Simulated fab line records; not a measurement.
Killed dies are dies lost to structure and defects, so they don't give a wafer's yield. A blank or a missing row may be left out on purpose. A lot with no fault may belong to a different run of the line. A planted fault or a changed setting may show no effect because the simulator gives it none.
fab line records + flow nand_harc
record:
- lots: 9
- wafers: 27
- last_day: 32
route steps=1302 shown A_ONON_D1@431 A_CHANNEL_HOLE_D1@450 END@1301
lots that met no fault: taken from a fault-free run of the same line
start_h: start of the lot's first displayed wafer, in hours after the record's first day + wait_h: how many hours have passed since the lot's step before this one + " as in the row above + L1.1+2: a single row standing in for several wafers + - no value, or no start was given + * or withheld: withheld + < > ~ a bound
route shown NAME@n: a module of which the file shows steps, and the number in the route of the first + usual: average and standard deviation across the fault-free wafers + same: alike in all rows + chamber/n: place in a boat + sites: readings site by site + _std_site: standard deviation of those values + _edge_site: the outer-site mean with the inner-site mean subtracted + radius_mm: how far each site lies from the wafer's centre + mask NAME#n: copy n + behind: tool/chamber where the wafer was last shaped + hold: what put the lot on hold/how long, in hours/how the hold closed + device: whichever transistor did not switch (one of n, p or np) + end of line: tests run on the same wafers once the route is complete + a step given without rows: its recipe and nothing more + killed: dies that structure and defects cost at the first sort, which is not the same as the wafer's yield + map: per-die view of a wafer (x killed, . not killed, _ where there is no die)
set.NAME: the setting as run; set.NAME@STEP: as run at that earlier step + model.NAME: the simulator's own value behind a step, which no gauge read
steps of the route over a sample of lots; a table a step, a row a wafer
services: when a tool's chamber went out of use (start_h, in hours from the record's first day, below 0 if earlier), for how many hours, and the reason
== steps ==
step: NHARC_A_ONON_D1_THK_MEAS_11
recipe:
- thk_meas_gauge: ellipsometry
usual:
- thk_nm: 999/11
| lot.wafer | tool          | chamber | start_h | wait_h | thk_nm |
|-----------|---------------|---------|---------|--------|--------|
| L278.2    | film_metro-02 | -       | 177.52  | -      | 1000   |
| L278.4    | "             | -       | "       | "      | 1000   |
| L278.5    | "             | -       | "       | "      | 999    |
| L280.3    | film_metro-01 | -       | 192.79  | -      | 975    |
| L280.4    | "             | -       | "       | "      | 977    |
| L280.5    | "             | -       | "       | "      | 977    |
| L281.1    | film_metro-02 | -       | 199.64  | -      | 1008   |
| L281.3    | "             | -       | "       | "      | 1009   |
| L281.4    | "             | -       | "       | "      | 1008   |
| L287.3    | film_metro-01 | -       | 273.61  | -      | 996    |
| L287.5    | "             | -       | "       | "      | 995    |
| L287.6    | "             | -       | "       | "      | 997    |
| L290.3    | film_metro-01 | -       | 291.79  | -      | 982    |
| L290.5    | "             | -       | "       | "      | 985    |
| L290.6    | "             | -       | "       | "      | 982    |
| L293.2    | film_metro-01 | -       | 328.49  | -      | 1015   |
| L293.3    | "             | -       | "       | "      | 1013   |
| L293.6    | "             | -       | "       | "      | 1014   |
| L295.1    | film_metro-01 | -       | 344.34  | -      | 1006   |
| L295.2    | "             | -       | "       | "      | 1005   |
| L295.5    | "             | -       | "       | "      | 1004   |
| L297.1    | film_metro-01 | -       | 360.26  | -      | 1000   |
| L297.2    | "             | -       | "       | "      | 1000   |
| L297.5    | "             | -       | "       | "      | 999    |
| L299.2    | film_metro-01 | -       | 378.56  | -      | 1006   |
| L299.3    | "             | -       | "       | "      | 1007   |
| L299.4    | "             | -       | "       | "      | 1005   |
step: NHARC_A_ONON_D1_THK_MEAS_14
recipe:
- thk_meas_gauge: ellipsometry
usual:
- thk_nm: 1002/12
| lot.wafer | tool          | chamber | start_h | wait_h | thk_nm |
|-----------|---------------|---------|---------|--------|--------|
| L278.2    | film_metro-01 | -       | 178.09  | -      | 993    |
| L278.4    | "             | -       | "       | "      | 993    |
| L278.5    | "             | -       | "       | "      | 994    |
| L280.3    | film_metro-01 | -       | 193.36  | -      | 991    |
| L280.4    | "             | -       | "       | "      | 990    |
| L280.5    | "             | -       | "       | "      | 992    |
| L281.1    | film_metro-01 | -       | 200.21  | -      | 1013   |
| L281.3    | "             | -       | "       | "      | 1012   |
| L281.4    | "             | -       | "       | "      | 1011   |
| L287.3    | film_metro-02 | -       | 274.19  | -      | 1000   |
| L287.5    | "             | -       | "       | "      | 1001   |
| L287.6    | "             | -       | "       | "      | 1001   |
| L290.3    | film_metro-01 | -       | 292.35  | -      | 1007   |
| L290.5    | "             | -       | "       | "      | 1008   |
| L290.6    | "             | -       | "       | "      | 1006   |
| L293.2    | film_metro-01 | -       | 329.07  | -      | 1002   |
| L293.3    | "             | -       | "       | "      | 1002   |
| L293.6    | "             | -       | "       | "      | 1002   |
| L295.1    | film_metro-02 | -       | 344.90  | -      | 1018   |
| L295.2    | "             | -       | "       | "      | 1017   |
| L295.5    | "             | -       | "       | "      | 1017   |
| L297.1    | film_metro-02 | -       | 360.83  | -      | 1006   |
| L297.2    | "             | -       | "       | "      | 1005   |
| L297.5    | "             | -       | "       | "      | 1005   |
| L299.2    | film_metro-01 | -       | 379.12  | -      | 988    |
| L299.3    | "             | -       | "       | "      | 989    |
| L299.4    | "             | -       | "       | "      | 989    |
step: NHARC_A_CHANNEL_HOLE_D1_DEP_00
recipe:
- target_thk_a: 31000
- temp_c: 400
- material: aC
usual:
- susceptor_temp_C: 399.97/0.23
- throttle_valve_pct: 34.999/0.0086
| lot.wafer | tool       | chamber | start_h | wait_h | susceptor_temp_C | throttle_valve_pct |
|-----------|------------|---------|---------|--------|------------------|--------------------|
| L278.2    | acl_dep-02 | 0       | 193.92  | 3.3    | 399.83           | 35.002             |
| L278.4    | "          | 0       | "       | "      | 400.21           | 35.000             |
| L278.5    | "          | 0       | "       | "      | 400.32           | 35.006             |
| L280.3    | acl_dep-03 | 0       | 205.38  | 1.5    | -                | 35.006             |
| L280.4    | "          | 0       | "       | "      | -                | 34.987             |
| L280.5    | "          | 0       | "       | "      | -                | 34.998             |
| L281.1    | acl_dep-02 | 0       | 210.88  | 0.1    | 400.19           | 34.995             |
| L281.3    | "          | 0       | "       | "      | 399.89           | 34.997             |
| L281.4    | "          | 0       | "       | "      | 400.04           | 34.989             |
| L287.3    | acl_dep-02 | 0       | 287.08  | 1.6    | 400.30           | 35.010             |
| L287.5    | "          | 0       | "       | "      | 400.23           | 35.006             |
| L287.6    | "          | 0       | "       | "      | 400.15           | 35.007             |
| L290.3    | acl_dep-02 | 0       | 304.02  | 1.0    | -                | 35.004             |
| L290.5    | "          | 0       | "       | "      | -                | 35.002             |
| L290.6    | "          | 0       | "       | "      | -                | 34.999             |
| L293.2    | acl_dep-03 | 0       | 342.66  | 2.6    | -                | 34.985             |
| L293.3    | "          | 0       | "       | "      | -                | 35.009             |
| L293.6    | "          | 0       | "       | "      | -                | 34.997             |
| L295.1    | acl_dep-01 | 0       | 356.22  | 0.3    | 399.84           | 34.993             |
| L295.2    | "          | 0       | "       | "      | 399.73           | 35.004             |
| L295.5    | "          | 0       | "       | "      | 399.86           | 35.001             |
| L297.1    | acl_dep-02 | 0       | 376.13  | 4.1    | 399.66           | 34.997             |
| L297.2    | "          | 0       | "       | "      | 399.89           | 34.994             |
| L297.5    | "          | 0       | "       | "      | 399.85           | 34.998             |
| L299.2    | acl_dep-03 | 0       | 393.14  | 3.3    | 400.10           | 35.002             |
| L299.3    | "          | 0       | "       | "      | 400.07           | 35.010             |
| L299.4    | "          | 0       | "       | "      | 400.05           | 34.998             |
step: NHARC_A_CHANNEL_HOLE_D1_PEB_08
recipe:
- peb_temp_c: 100
- peb_time_s: 65
usual:
- resist_line_temp_C: 23.00/0.11
| lot.wafer | tool           | chamber | start_h | wait_h | resist_line_temp_C |
|-----------|----------------|---------|---------|--------|--------------------|
| L278.2    | litho_track-06 | 0       | 196.18  | 0.1    | 23.08              |
| L278.4    | "              | 0       | "       | "      | 23.12              |
| L278.5    | "              | 0       | "       | "      | 23.06              |
| L280.3    | litho_track-01 | 0       | 207.30  | 0.0    | 23.18              |
| L280.4    | "              | 0       | "       | "      | 22.98              |
| L280.5    | "              | 0       | "       | "      | 22.93              |
| L281.1    | litho_track-06 | 0       | 213.33  | 0.1    | 23.08              |
| L281.3    | "              | 0       | "       | "      | 22.98              |
| L281.4    | "              | 0       | "       | "      | 23.00              |
| L287.3    | litho_track-06 | 0       | 289.03  | 0.0    | 22.97              |
| L287.5    | "              | 0       | "       | "      | 22.84              |
| L287.6    | "              | 0       | "       | "      | 22.91              |
| L290.3    | litho_track-06 | 0       | 305.83  | 0.0    | 22.85              |
| L290.5    | "              | 0       | "       | "      | 22.97              |
| L290.6    | "              | 0       | "       | "      | 23.05              |
| L293.2    | litho_track-04 | 0       | 344.89  | 0.1    | 23.06              |
| L293.3    | "              | 0       | "       | "      | 22.90              |
| L293.6    | "              | 0       | "       | "      | 23.15              |
| L295.1    | litho_track-04 | 0       | 358.80  | 0.1    | 22.77              |
| L295.2    | "              | 0       | "       | "      | 22.76              |
| L295.5    | "              | 0       | "       | "      | 22.89              |
| L297.1    | litho_track-01 | 0       | 378.58  | 0.1    | 23.02              |
| L297.2    | "              | 0       | "       | "      | 23.02              |
| L297.5    | "              | 0       | "       | "      | 22.92              |
| L299.2    | litho_track-06 | 0       | 395.40  | 0.1    | 23.13              |
| L299.3    | "              | 0       | "       | "      | 23.01              |
| L299.4    | "              | 0       | "       | "      | 22.97              |
step: NHARC_A_CHANNEL_HOLE_D1_CD_MEAS_10
recipe:
- target_cd_nm: 100
- landing_energy_ev: 500
usual:
- cd_nm: 100.0/0.52
| lot.wafer | tool      | chamber | start_h | wait_h | cd_nm |
|-----------|-----------|---------|---------|--------|-------|
| L278.2    | cd_sem-03 | 0       | 196.26  | -      | 99.8  |
| L278.4    | "         | 0       | "       | "      | 100.5 |
| L278.5    | "         | 0       | "       | "      | 100.1 |
| L280.3    | cd_sem-02 | 0       | 207.38  | -      | 99.0  |
| L280.4    | "         | 0       | "       | "      | 99.3  |
| L280.5    | "         | 0       | "       | "      | 99.8  |
| L281.1    | cd_sem-03 | 0       | 213.40  | -      | 100.4 |
| L281.3    | "         | 0       | "       | "      | 100.7 |
| L281.4    | "         | 0       | "       | "      | 100.5 |
| L287.3    | cd_sem-01 | 0       | 289.11  | -      | 109.3 |
| L287.5    | "         | 0       | "       | "      | 108.8 |
| L287.6    | "         | 0       | "       | "      | 108.1 |
| L290.3    | cd_sem-01 | 0       | 305.91  | -      | 109.1 |
| L290.5    | "         | 0       | "       | "      | 109.0 |
| L290.6    | "         | 0       | "       | "      | 109.0 |
| L293.2    | cd_sem-01 | 0       | 344.97  | -      | 100.5 |
| L293.3    | "         | 0       | "       | "      | 101.0 |
| L293.6    | "         | 0       | "       | "      | 100.8 |
| L295.1    | cd_sem-03 | 0       | 358.88  | -      | 100.3 |
| L295.2    | "         | 0       | "       | "      | 100.1 |
| L295.5    | "         | 0       | "       | "      | 100.0 |
| L297.1    | cd_sem-03 | 0       | 378.66  | -      | 100.2 |
| L297.2    | "         | 0       | "       | "      | 99.9  |
| L297.5    | "         | 0       | "       | "      | 100.3 |
| L299.2    | cd_sem-03 | 0       | 395.48  | -      | 100.2 |
| L299.3    | "         | 0       | "       | "      | 100.3 |
| L299.4    | "         | 0       | "       | "      | 100.3 |
step: NHARC_A_CHANNEL_HOLE_D1_CD_MEAS_30
usual:
- cd_nm: 89.5/1.2
| lot.wafer | tool      | chamber | start_h | wait_h | cd_nm |
|-----------|-----------|---------|---------|--------|-------|
| L278.2    | cd_sem-02 | -       | 203.81  | -      | 89.1  |
| L278.4    | "         | -       | "       | "      | 90.1  |
| L278.5    | "         | -       | "       | "      | 89.8  |
| L280.3    | cd_sem-01 | -       | 214.42  | -      | 89.0  |
| L280.4    | "         | -       | "       | "      | 89.0  |
| L280.5    | "         | -       | "       | "      | 90.9  |
| L281.1    | cd_sem-02 | -       | 220.28  | -      | 88.3  |
| L281.3    | "         | -       | "       | "      | 91.4  |
| L281.4    | "         | -       | "       | "      | 89.7  |
| L287.3    | cd_sem-03 | -       | 296.26  | -      | 99.5  |
| L287.5    | "         | -       | "       | "      | 100.0 |
| L287.6    | "         | -       | "       | "      | 97.3  |
| L290.3    | cd_sem-03 | -       | 315.45  | -      | 99.8  |
| L290.5    | "         | -       | "       | "      | 100.5 |
| L290.6    | "         | -       | "       | "      | 98.9  |
| L293.2    | cd_sem-03 | -       | 352.68  | -      | 88.6  |
| L293.3    | "         | -       | "       | "      | 90.9  |
| L293.6    | "         | -       | "       | "      | 88.8  |
| L295.1    | cd_sem-03 | -       | 366.23  | -      | 90.0  |
| L295.2    | "         | -       | "       | "      | 89.9  |
| L295.5    | "         | -       | "       | "      | 89.2  |
| L297.1    | cd_sem-01 | -       | 385.54  | -      | 90.5  |
| L297.2    | "         | -       | "       | "      | 87.1  |
| L297.5    | "         | -       | "       | "      | 88.9  |
| L299.2    | cd_sem-01 | -       | 407.03  | -      | 89.1  |
| L299.3    | "         | -       | "       | "      | 89.5  |
| L299.4    | "         | -       | "       | "      | 88.4  |
step: NHARC_A_CHANNEL_HOLE_D1_XSEM_31
recipe:
- landing_energy_ev: 35000
usual:
- bot_cd_nm: 74.0/1.3
- bow_nm: 8.6/0.3
- tilt_deg: 0.08/0.039
| lot.wafer | tool    | chamber | start_h | wait_h | bot_cd_nm | bow_nm | tilt_deg |
|-----------|---------|---------|---------|--------|-----------|--------|----------|
| L278.2    | xsem-01 | 0       | 203.90  | 0.1    | 73.1      | 8.6    | 0.12     |
| L278.4    | "       | 0       | "       | "      | 73.5      | 8.6    | 0.12     |
| L278.5    | "       | 0       | "       | "      | 74.2      | 8.6    | 0.12     |
| L280.3    | xsem-02 | 0       | 214.52  | 0.1    | 73.2      | 8.6    | 0.07     |
| L280.4    | "       | 0       | "       | "      | 73.1      | 8.6    | 0.07     |
| L280.5    | "       | 0       | "       | "      | 74.9      | 8.5    | 0.07     |
| L281.1    | xsem-01 | 0       | 220.36  | 0.1    | 73.6      | 8.2    | 0.17     |
| L281.3    | "       | 0       | "       | "      | 75.7      | 8.3    | 0.16     |
| L281.4    | "       | 0       | "       | "      | 73.8      | 8.3    | 0.17     |
| L287.3    | xsem-02 | 0       | 296.35  | 0.1    | 84.1      | 9.0    | 0.09     |
| L287.5    | "       | 0       | "       | "      | 84.7      | 8.9    | 0.09     |
| L287.6    | "       | 0       | "       | "      | 81.8      | 8.9    | 0.09     |
| L290.3    | xsem-01 | 0       | 315.54  | 0.1    | 84.8      | 8.5    | 0.01     |
| L290.5    | "       | 0       | "       | "      | 85.8      | 8.5    | 0.01     |
| L290.6    | "       | 0       | "       | "      | 83.9      | 8.5    | 0.01     |
| L293.2    | xsem-02 | 0       | 352.77  | 0.1    | 72.7      | 8.3    | 0.04     |
| L293.3    | "       | 0       | "       | "      | 75.3      | 8.3    | 0.04     |
| L293.6    | "       | 0       | "       | "      | 73.1      | 8.3    | 0.04     |
| L295.1    | xsem-01 | 0       | 366.31  | 0.1    | 74.1      | 8.6    | 0.06     |
| L295.2    | "       | 0       | "       | "      | 73.5      | 8.7    | 0.06     |
| L295.5    | "       | 0       | "       | "      | 73.1      | 8.6    | 0.06     |
| L297.1    | xsem-02 | 0       | 385.63  | 0.1    | 76.1      | 8.2    | 0.09     |
| L297.2    | "       | 0       | "       | "      | 72.2      | 8.1    | 0.09     |
| L297.5    | "       | 0       | "       | "      | 73.9      | 8.2    | 0.09     |
| L299.2    | xsem-02 | 0       | 407.12  | 0.1    | 73.5      | 8.8    | 0.06     |
| L299.3    | "       | 0       | "       | "      | 74.2      | 8.8    | 0.06     |
| L299.4    | "       | 0       | "       | "      | 72.4      | 8.8    | 0.06     |
step: NHARC_END_WLT_00
usual:
- VT_DECK1_BOTTOM: 0.869/0.0067
- VT_DECK1_BOTTOM_INNER: 0.870/0.007
- VT_DECK1_MEDIAN_NEAR_BOTTOM: 0.871/0.0061
- VT_DECK1_MEDIAN_NEAR_BOTTOM_INNER: 0.871/0.0072
- VT_DECK1_MIDDLE: 0.884/0.0061
- VT_DECK1_MIDDLE_INNER: 0.884/0.0067
- VT_DECK1_TOP: 0.896/0.0068
- VT_DECK1_TOP_INNER: 0.896/0.0071
- VT_DECK2_BOTTOM: 0.869/0.0071
- VT_DECK2_BOTTOM_INNER: 0.869/0.0066
- VT_DECK2_MEDIAN_NEAR_BOTTOM: 0.870/0.0067
- VT_DECK2_MEDIAN_NEAR_BOTTOM_INNER: 0.871/0.0076
- VT_DECK2_MIDDLE: 0.882/0.0074
- VT_DECK2_MIDDLE_INNER: 0.881/0.0073
- VT_DECK2_TOP: 0.893/0.0073
- VT_DECK2_TOP_INNER: 0.894/0.0076
| lot.wafer | tool      | chamber | start_h | wait_h | VT_DECK1_BOTTOM | VT_DECK1_BOTTOM_INNER | VT_DECK1_MEDIAN_NEAR_BOTTOM | VT_DECK1_MEDIAN_NEAR_BOTTOM_INNER | VT_DECK1_MIDDLE | VT_DECK1_MIDDLE_INNER | VT_DECK1_TOP | VT_DECK1_TOP_INNER | VT_DECK2_BOTTOM | VT_DECK2_BOTTOM_INNER | VT_DECK2_MEDIAN_NEAR_BOTTOM | VT_DECK2_MEDIAN_NEAR_BOTTOM_INNER | VT_DECK2_MIDDLE | VT_DECK2_MIDDLE_INNER | VT_DECK2_TOP | VT_DECK2_TOP_INNER |
|-----------|-----------|---------|---------|--------|-----------------|-----------------------|-----------------------------|-----------------------------------|-----------------|-----------------------|--------------|--------------------|-----------------|-----------------------|-----------------------------|-----------------------------------|-----------------|-----------------------|--------------|--------------------|
| L280.3    | prober-01 | -       | 579.86  | 1.0    | 0.863           | 0.874                 | 0.868                       | 0.871                             | 0.881           | 0.890                 | 0.898        | 0.896              | 0.864           | 0.870                 | 0.876                       | 0.875                             | 0.879           | 0.880                 | 0.889        | 0.889              |
| L280.4    | "         | -       | "       | "      | 0.872           | 0.865                 | 0.871                       | 0.863                             | 0.881           | 0.886                 | 0.899        | 0.891              | 0.868           | 0.868                 | 0.865                       | 0.873                             | 0.879           | 0.878                 | 0.884        | 0.891              |
| L280.5    | "         | -       | "       | "      | 0.880           | 0.867                 | 0.870                       | 0.878                             | 0.893           | 0.881                 | 0.903        | 0.895              | 0.867           | 0.861                 | 0.862                       | 0.879                             | 0.882           | 0.877                 | 0.896        | 0.885              |
| L278.2    | prober-02 | -       | 587.16  | 8.3    | 0.866           | 0.868                 | 0.864                       | 0.875                             | 0.863           | 0.877                 | 0.892        | 0.891              | 0.864           | 0.867                 | 0.862                       | 0.863                             | 0.873           | 0.871                 | 0.876        | 0.875              |
| L278.4    | "         | -       | 588.17  | 9.4    | 0.860           | 0.865                 | 0.874                       | 0.860                             | 0.884           | 0.884                 | 0.894        | 0.885              | 0.853           | 0.857                 | 0.857                       | 0.867                             | 0.869           | 0.876                 | 0.880        | 0.883              |
| L278.5    | "         | -       | "       | "      | 0.863           | 0.868                 | 0.873                       | 0.876                             | 0.879           | 0.879                 | 0.883        | 0.884              | 0.857           | 0.857                 | 0.855                       | 0.860                             | 0.869           | 0.874                 | 0.878        | 0.893              |
| L281.1    | prober-01 | -       | 589.00  | 0.0    | 0.860           | 0.862                 | 0.872                       | 0.872                             | 0.883           | 0.889                 | 0.899        | 0.902              | 0.879           | 0.874                 | 0.882                       | 0.878                             | 0.881           | 0.883                 | 0.898        | 0.900              |
| L281.3    | "         | -       | 590.00  | 1.0    | 0.872           | 0.883                 | 0.877                       | 0.879                             | 0.883           | 0.891                 | 0.901        | 0.896              | 0.870           | 0.876                 | 0.872                       | 0.881                             | 0.894           | 0.888                 | 0.899        | 0.902              |
| L281.4    | "         | -       | "       | "      | 0.870           | 0.867                 | 0.874                       | 0.873                             | 0.885           | 0.893                 | 0.908        | 0.904              | 0.879           | 0.879                 | 0.872                       | 0.880                             | 0.896           | 0.891                 | 0.899        | 0.898              |
| L287.3    | prober-02 | -       | 672.61  | 1.1    | 0.883           | 0.881                 | 0.885                       | 0.890                             | 0.899           | 0.889                 | 0.903        | 0.900              | 0.866           | 0.867                 | 0.878                       | 0.872                             | 0.886           | 0.882                 | 0.889        | 0.891              |
| L287.5    | "         | -       | "       | "      | 0.897           | 0.894                 | 0.894                       | 0.895                             | 0.894           | 0.891                 | 0.907        | 0.906              | 0.876           | 0.874                 | 0.871                       | 0.881                             | 0.886           | 0.885                 | 0.891        | 0.888              |
| L287.6    | "         | -       | "       | "      | 0.883           | 0.879                 | 0.887                       | 0.880                             | 0.896           | 0.901                 | 0.907        | 0.907              | 0.875           | 0.867                 | 0.878                       | 0.881                             | 0.891           | 0.887                 | 0.890        | 0.903              |
| L290.3    | prober-01 | -       | 680.41  | 3.5    | 0.902           | 0.897                 | 0.890                       | 0.900                             | 0.909           | 0.906                 | 0.916        | 0.913              | 0.874           | 0.864                 | 0.875                       | 0.871                             | 0.891           | 0.886                 | 0.892        | 0.902              |
| L290.5    | "         | -       | 681.42  | 4.5    | 0.897           | 0.896                 | 0.893                       | 0.892                             | 0.900           | 0.905                 | 0.927        | 0.915              | 0.874           | 0.874                 | 0.867                       | 0.872                             | 0.891           | 0.885                 | 0.893        | 0.892              |
| L290.6    | "         | -       | "       | "      | 0.897           | 0.891                 | 0.893                       | 0.900                             | 0.902           | 0.905                 | 0.907        | 0.915              | 0.864           | 0.877                 | 0.875                       | 0.864                             | 0.886           | 0.878                 | 0.896        | 0.894              |
| L293.2    | prober-02 | -       | 712.64  | 0.6    | 0.873           | 0.875                 | 0.872                       | 0.874                             | 0.887           | 0.886                 | 0.902        | 0.893              | 0.874           | 0.876                 | 0.867                       | 0.872                             | 0.885           | 0.888                 | 0.895        | 0.896              |
| L293.3    | "         | -       | "       | "      | 0.871           | 0.878                 | 0.869                       | 0.871                             | 0.891           | 0.890                 | 0.900        | 0.904              | 0.874           | 0.875                 | 0.883                       | 0.879                             | 0.890           | 0.884                 | 0.901        | 0.895              |
| L293.6    | "         | -       | 714.64  | 2.6    | 0.875           | 0.876                 | 0.865                       | 0.869                             | 0.886           | 0.890                 | 0.908        | 0.902              | 0.868           | 0.880                 | 0.875                       | 0.881                             | 0.884           | 0.886                 | 0.891        | 0.901              |
| L295.1    | prober-01 | -       | 736.55  | 0.0    | 0.868           | 0.866                 | 0.873                       | 0.863                             | 0.879           | 0.872                 | 0.897        | 0.888              | 0.861           | 0.862                 | 0.865                       | 0.869                             | 0.866           | 0.873                 | 0.892        | 0.884              |
| L295.2    | "         | -       | "       | "      | 0.870           | 0.870                 | 0.864                       | 0.875                             | 0.878           | 0.881                 | 0.892        | 0.894              | 0.857           | 0.866                 | 0.859                       | 0.863                             | 0.873           | 0.880                 | 0.882        | 0.885              |
| L295.5    | "         | -       | 738.54  | 2.0    | 0.865           | 0.869                 | 0.871                       | 0.868                             | 0.880           | 0.881                 | 0.887        | 0.887              | 0.865           | 0.871                 | 0.861                       | 0.870                             | 0.871           | 0.871                 | 0.888        | 0.879              |
| L297.1    | prober-01 | -       | 759.27  | 0.0    | 0.866           | 0.870                 | 0.862                       | 0.870                             | 0.882           | 0.881                 | 0.889        | 0.891              | 0.869           | 0.869                 | 0.871                       | 0.866                             | 0.879           | 0.879                 | 0.893        | 0.892              |
| L297.2    | "         | -       | "       | "      | 0.851           | 0.856                 | 0.856                       | 0.861                             | 0.877           | 0.880                 | 0.893        | 0.886              | 0.871           | 0.868                 | 0.870                       | 0.878                             | 0.888           | 0.882                 | 0.888        | 0.893              |
| L297.5    | "         | -       | 761.24  | 2.0    | 0.859           | 0.859                 | 0.864                       | 0.870                             | 0.883           | 0.877                 | 0.886        | 0.892              | 0.877           | 0.875                 | 0.865                       | 0.874                             | 0.881           | 0.887                 | 0.892        | 0.890              |
| L299.2    | prober-02 | -       | 770.68  | 0.6    | 0.878           | 0.877                 | 0.876                       | 0.886                             | 0.893           | 0.897                 | 0.904        | 0.907              | 0.863           | 0.857                 | 0.865                       | 0.858                             | 0.869           | 0.883                 | 0.877        | 0.873              |
| L299.3    | "         | -       | "       | "      | 0.878           | 0.878                 | 0.882                       | 0.879                             | 0.893           | 0.894                 | 0.907        | 0.906              | 0.861           | 0.855                 | 0.856                       | 0.854                             | 0.876           | 0.861                 | 0.883        | 0.875              |
| L299.4    | "         | -       | "       | "      | 0.873           | 0.871                 | 0.874                       | 0.874                             | 0.884           | 0.895                 | 0.905        | 0.909              | 0.859           | 0.863                 | 0.855                       | 0.863                             | 0.865           | 0.870                 | 0.885        | 0.873              |
step: NHARC_END_SORT_01
recipe:
- temp_c: 25
usual:
- killed_at_array: 55/19
- killed_at_other: 0.8/1.1
- killed_at_periphery: 4.0/2.6
- killed_dies: 60/20
- killed_open: 3.4/1.7
- killed_short: 2.6/1.5
same:
- gross_dies: 677
| lot.wafer | tool      | chamber | start_h | wait_h | killed_at_array | killed_at_other | killed_at_periphery | killed_dies | killed_open | killed_short |
|-----------|-----------|---------|---------|--------|-----------------|-----------------|---------------------|-------------|-------------|--------------|
| L287.3    | prober-02 | 0       | 676.23  | 3.1    | 57              | 1               | 5                   | 63          | 5           | 5            |
| L290.5    | prober-01 | 0       | 685.66  | 3.7    | 61              | 1               | 0                   | 62          | 3           | 2            |
| L297.1    | prober-01 | 0       | 762.22  | 2.5    | 27              | 0               | 2                   | 29          | 1           | 0            |
| L297.2    | prober-01 | 0       | 763.01  | 2.8    | 27              | 0               | 5                   | 32          | 3           | 2            |
| L297.5    | prober-01 | 0       | 765.39  | 3.7    | 44              | 0               | 3                   | 47          | 6           | 4            |
killed by level:class
L287.3 A_CHANNEL_HOLE_D1:chamber_film_flake=28 A_STAIRCASE:chamber_film_flake=13 A_CHANNEL_HOLE_D2:chamber_film_flake=3 A_ONON_D2:geometric_particle:short=2 A_SGD_CUT:chamber_film_flake=2 P_STI:geometric_particle:open=1 P_CONTACT:geometric_particle:open=1 P_M0:geometric_particle:open=1
L290.5 A_SLIT:chamber_film_flake=27 A_CHANNEL_HOLE_D2:chamber_film_flake=11 A_CHANNEL_HOLE_D1:chamber_film_flake=8 A_STAIRCASE:chamber_film_flake=3 A_WL_FILL:chamber_film_flake=3 A_CONTACT:chamber_film_flake=2 A_ONON_D2:geometric_particle:short=1 A_CHANNEL_FILL_D2:geometric_particle:open=1
L297.1 A_CHANNEL_HOLE_D1:chamber_film_flake=17 A_SLIT:chamber_film_flake=4 A_STAIRCASE:chamber_film_flake=3 P_M0:chamber_film_flake=2 A_ZERO_WELL:chamber_film_flake=2 A_CHANNEL_FILL_D2:geometric_particle:open=1
L297.2 A_CHANNEL_HOLE_D1:chamber_film_flake=14 A_SLIT:chamber_film_flake=7 A_STAIRCASE:chamber_film_flake=2 P_GATE:geometric_particle:open=1 P_M0:geometric_particle:short=1 P_M2:geometric_particle:open=1 A_CONTACT:geometric_particle:short=1 A_BLC:geometric_particle:open=1
L297.5 A_CHANNEL_HOLE_D1:chamber_film_flake=14 A_STAIRCASE:chamber_film_flake=6 A_SLIT:chamber_film_flake=6 A_CONTACT:chamber_film_flake=4 A_ONON_D1:geometric_particle:short=3 P_M0:chamber_film_flake=2 A_CHANNEL_HOLE_D2:chamber_film_flake=2 A_SOURCE_PLATE:geometric_particle:short=1
== services ==
| tool           | chamber | start_h | hours | kind                      |
|----------------|---------|---------|-------|---------------------------|
| litho_track-06 | -       | 179.00  | 7.0   | pm                        |
| acl_dep-01     | -       | 190.90  | 13.0  | pm                        |
| litho_track-04 | -       | 203.00  | 7.0   | pm                        |
| acl_dep-02     | -       | 243.94  | 13.0  | pm                        |
| acl_dep-03     | -       | 299.12  | 13.0  | pm                        |
| litho_track-01 | -       | 330.00  | 7.0   | pm                        |
| litho_track-06 | -       | 354.00  | 7.0   | pm                        |
| litho_track-06 | -       | 371.21  | -     | consumable_replace:filter |
| acl_dep-01     | -       | 372.94  | 13.0  | pm                        |
| xsem-01        | -       | 374.00  | 14.0  | pm                        |
| litho_track-04 | -       | 378.00  | 7.0   | pm                        |
== key ==
first_sign:
- step: NHARC_A_CHANNEL_HOLE_D1_CD_MEAS_10
- reading: cd_nm
- direction: up
- sigmas: 17
- usual: 100.0
- struck: 108.9
effect:
- step: NHARC_A_CHANNEL_HOLE_D1_CD_MEAS_30
- reading: cd_nm
- direction: up
- sigmas: 8.2
- usual: 89.5
- struck: 99.3
effect:
- step: NHARC_A_CHANNEL_HOLE_D1_XSEM_31
- reading: bot_cd_nm
- direction: up
- sigmas: 7.9
- usual: 74.0
- struck: 84.2
effect:
- step: NHARC_END_WLT_00
- reading: VT_DECK1_BOTTOM
- direction: up
- sigmas: 3.6
- usual: 0.869
- struck: 0.893
met_at NHARC_A_CHANNEL_HOLE_D1_PEB_08
struck_lots L287,L290
tester_left_out L287,L290
not_acting_at NHARC_A_ONON_D1_THK_MEAS_11,NHARC_A_ONON_D1_THK_MEAS_14,NHARC_A_CHANNEL_HOLE_D1_DEP_00
onset_between 213.33 289.03
fault:
- kind: process_parameter_drift
- tool: litho_track-06
- chamber: -
- onset_h: 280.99
- steps: NHARC_A_CHANNEL_HOLE_D1_PEB_08
- channel: peb_time_s
- offset: *
- shape: step
- end_h: 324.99
- acts_in: *
- stated: *
tester_left_out: of these lots the tester's yield and bins aren't shown, on N5 and GAA mostly nor the transistor test; their killed dies are dies lost to structure and defects alone, not to doping, threshold or leakage, so they don't give the yield
